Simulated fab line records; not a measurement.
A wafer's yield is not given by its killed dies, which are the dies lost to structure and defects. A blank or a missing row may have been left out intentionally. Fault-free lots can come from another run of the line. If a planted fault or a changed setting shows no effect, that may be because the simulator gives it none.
Lot-split experiment | flow n5_finfet | route with 1938 steps; 7 lots, 21 wafers read

## THE SPLIT ITSELF
At N5_BEOL_M7_TRENCH_ETCH_37 (etches SiCOH lowk in C4F6/O2, target depth 93.478 nm, time 31.2 s), the setting time_s was moved away from the recipe's 31.2 s on 6 of the 21 wafers read, by -18.2% to +20.4%. For the rest of the wafers, this setting stayed at what the recipe calls for.

## FROM THE SPLIT TO THE READING: what the file shows between them, 16 steps
- N5_BEOL_M7_ETCH_41: etches SiCN in CH3F/O2, target depth 31.9 nm, time 57.8 s
- N5_BEOL_M7_STRIP_80: strips in N2/H2, time 10 s
- N5_BEOL_M7_OCD_MEAS_38
- N5_BEOL_M7_HM_STRIP_39: strips TiN in peroxide tin strip, target depth 25 nm, time 158 s
- N5_BEOL_M7_SRD_40: time 30 s
- N5_BEOL_M7_PRECLEAN_42: cleans in residue remover, time 60 s
- N5_BEOL_M7_SRD_43: time 30 s
- N5_BEOL_M7_CD_MEAS_35: target cd 40 nm
- N5_BEOL_M7_CURE_75: cures SiCOH lowk, time 120 s
- N5_BEOL_M7_DEGAS_44: time 60 s
- N5_BEOL_M7_ECD_50: material Cu, target thk 300 nm
- N5_BEOL_M7_ANNEAL_51: time 90 s
- N5_BEOL_M7_CMP_52: polishes, stops on SiCOH lowk, t overpolish 6.9 s, target thk 80 nm
- N5_BEOL_M7_THK_MEAS_53: measures by xrf
- N5_BEOL_M7_PRE_CLEAN_55: time 15 s
- N5_BEOL_M7_DEP_56: deposits SiCN from 3MS/NH3, target thk 10 nm, time 17.5 s

## THE READING
Measured at N5_BEOL_M7_RS_MEAS_57 by four-point probe: M7_RS, in ohm/sq. Typical for fault-free wafers on this fab line: 0.282 ohm/sq, with standard deviation 0.0078 ohm/sq.

wafer  | tool, chamber at the split | time_s as run, s | against the recipe | M7_RS, ohm/sq | against lot-mates on the recipe
L077.1 | rie_diel-03, 3             | 31.2             | recipe             | 0.283         | -
L077.4 | rie_diel-03, 0             | 31.2             | recipe             | 0.292         | -
L077.5 | rie_diel-03, 2             | 36.99            | +18.6%             | 0.227         | -0.060
L081.2 | rie_diel-01, 3             | 25.53            | -18.2%             | 0.364         | +0.084
L081.4 | rie_diel-01, 1             | 31.2             | recipe             | 0.277         | -
L081.6 | rie_diel-01, 2             | 31.2             | recipe             | 0.284         | -
L083.2 | rie_diel-02, 0             | 31.2             | recipe             | 0.297         | -
L083.5 | rie_diel-02, 1             | 31.2             | recipe             | 0.283         | -
L083.6 | rie_diel-02, 2             | 31.2             | recipe             | 0.290         | -
L084.2 | rie_diel-03, 1             | 36.48            | +16.9%             | 0.223         | -0.072
L084.3 | rie_diel-03, 0             | 36.48            | +16.9%             | 0.229         | -0.066
L084.4 | rie_diel-03, 0             | 31.2             | recipe             | 0.295         | -
L086.3 | rie_diel-01, 1             | 31.2             | recipe             | 0.290         | -
L086.4 | rie_diel-01, 3             | 37.57            | +20.4%             | 0.221         | -0.068
L086.5 | rie_diel-01, 1             | 31.2             | recipe             | 0.288         | -
L089.1 | rie_diel-02, 3             | 31.2             | recipe             | 0.283         | -
L089.5 | rie_diel-02, 0             | 31.2             | recipe             | 0.299         | -
L089.6 | rie_diel-02, 3             | 31.2             | recipe             | 0.286         | -
L097.1 | rie_diel-01, 0             | 28.76            | -7.8%              | 0.316         | +0.038
L097.3 | rie_diel-01, 3             | 31.2             | recipe             | 0.281         | -
L097.6 | rie_diel-01, 2             | 31.2             | recipe             | 0.274         | -

THE FIT
A straight line over all 21 wafers: M7_RS changes by -0.0036 ohm/sq for each +1% of time_s; r = -0.98; the points scatter about the line by 0.007 ohm/sq.
The same after taking each lot's own level away (the mean of its wafers on the recipe; 21 wafers): -0.00391 ohm/sq for each +1%; r = -0.98; scatter 0.0065 ohm/sq.
According to that fit, moving time_s by its largest amount changes the reading by 0.08 ohm/sq.
Across the lots, their own levels run from 0.2775 to 0.2950 ohm/sq, a range of 2.2 times the standard deviation given above.
Hence the lot-to-lot level has little effect on the slope; both slopes agree.
Check: with one of the wafers moved furthest among these (+20.4%) left out of the fit, the line predicts -0.0814 ohm/sq for it against its lot-mates. Against them it came out at -0.068 ohm/sq.

## THE WHOLE CHAIN: every reading that the file lists as answering this split, in the file's order
step                      | what it does                                                        | reading                                                                      | change (the file's fit)              | r (the file's)
N5_BEOL_M7_TRENCH_ETCH_37 | etches SiCOH lowk in C4F6/O2, target depth 93.478 nm, time 31.2 s   | etch.depth_nm (the simulator's own value, which no gauge read)               | +1.01 nm for each +1% of the setting | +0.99
N5_BEOL_M7_TRENCH_ETCH_37 | etches SiCOH lowk in C4F6/O2, target depth 93.478 nm, time 31.2 s   | BEOL_M7.feature_depth_nm (the simulator's own value, which no gauge read)    | +1.01 nm for each +1% of the setting | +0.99
N5_BEOL_M7_OCD_MEAS_38    |                                                                     | trench_depth_nm                                                              | +1.02 nm for each +1% of the setting | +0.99
N5_BEOL_M7_CMP_52         | polishes, stops on SiCOH lowk, t overpolish 6.9 s, target thk 80 nm | Cu_of_BEOL_M7_ECD_50.thk_nm (the simulator's own value, which no gauge read) | +1.01 nm for each +1% of the setting | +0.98
N5_BEOL_M7_THK_MEAS_53    | measures by xrf                                                     | M7_THK                                                                       | +1.03 for each +1% of the setting    | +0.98
N5_BEOL_M7_RS_MEAS_57     | measures by four-point-probe                                        | M7_RS                                                                        | -0.00382 for each +1% of the setting | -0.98

## THE FILE'S OWN FIT
M7_RS changes by -0.00382 ohm/sq for each +1% of time_s, r = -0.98.
